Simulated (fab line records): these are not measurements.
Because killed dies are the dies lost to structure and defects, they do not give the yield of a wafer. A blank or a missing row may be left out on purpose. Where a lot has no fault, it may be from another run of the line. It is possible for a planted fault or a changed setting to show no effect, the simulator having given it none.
Chamber matching / flow nand_harc / NHARC_P_GATE_DEP_103 on pecvd-04: 3 sister chambers
The step deposits SiON, target thk 30 nm. 6 wafers are shown with their chamber, then 7 later ones without.

## WAFERS, EACH WITH ITS CHAMBER
wafer=L084.3; chamber=0; heater_power_w (W)=749; heater_power_outer_w (W)=468
wafer=L084.6; chamber=0; heater_power_w (W)=759; heater_power_outer_w (W)=461
wafer=L087.4; chamber=2; heater_power_w (W)=647; heater_power_outer_w (W)=413
wafer=L087.6; chamber=1; heater_power_w (W)=778; heater_power_outer_w (W)=459
wafer=L088.1; chamber=1; heater_power_w (W)=840; heater_power_outer_w (W)=499
wafer=L088.2; chamber=2; heater_power_w (W)=608; heater_power_outer_w (W)=363

## WAFERS MISSING THEIR CHAMBER
wafer=L088.3; heater_power_w (W)=725; heater_power_outer_w (W)=445
wafer=L090.3; heater_power_w (W)=755; heater_power_outer_w (W)=433
wafer=L090.4; heater_power_w (W)=750; heater_power_outer_w (W)=439
wafer=L090.6; heater_power_w (W)=651; heater_power_outer_w (W)=385
wafer=L093.3; heater_power_w (W)=788; heater_power_outer_w (W)=490
wafer=L093.4; heater_power_w (W)=797; heater_power_outer_w (W)=479
wafer=L093.5; heater_power_w (W)=615; heater_power_outer_w (W)=361

## WHICH CHAMBER EACH WENT THROUGH
wafer=L088.3; from the rows above=can't be placed: 0 or 1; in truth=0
wafer=L090.3; from the rows above=can't be placed: 0 or 1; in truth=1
wafer=L090.4; from the rows above=can't be placed: 0 or 1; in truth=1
wafer=L090.6; from the rows above=2; in truth=2
wafer=L093.3; from the rows above=can't be placed: 1 or 0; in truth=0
wafer=L093.4; from the rows above=can't be placed: 1 or 0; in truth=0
wafer=L093.5; from the rows above=2; in truth=2
Correct placement for 2 of the 7. These rows do not allow placing 5 (true chamber among the candidates in 5). Placed wrongly: 0.
How it was worked out, from the rows above alone: a wafer's distance from a chamber is the root of the sum, over the readings, of the square of ((its reading less the chamber's mean) divided by the reading's scatter). If the next closest chamber is less than 2 further off than the closest, the wafer can't be placed; otherwise it belongs to the closest. A chamber's mean is the mean of its shown wafers. How the scatter is found: for the shown wafers, subtract from each reading the mean of its chamber, square and add these, divide the total by (wafers less chambers), then take the root.
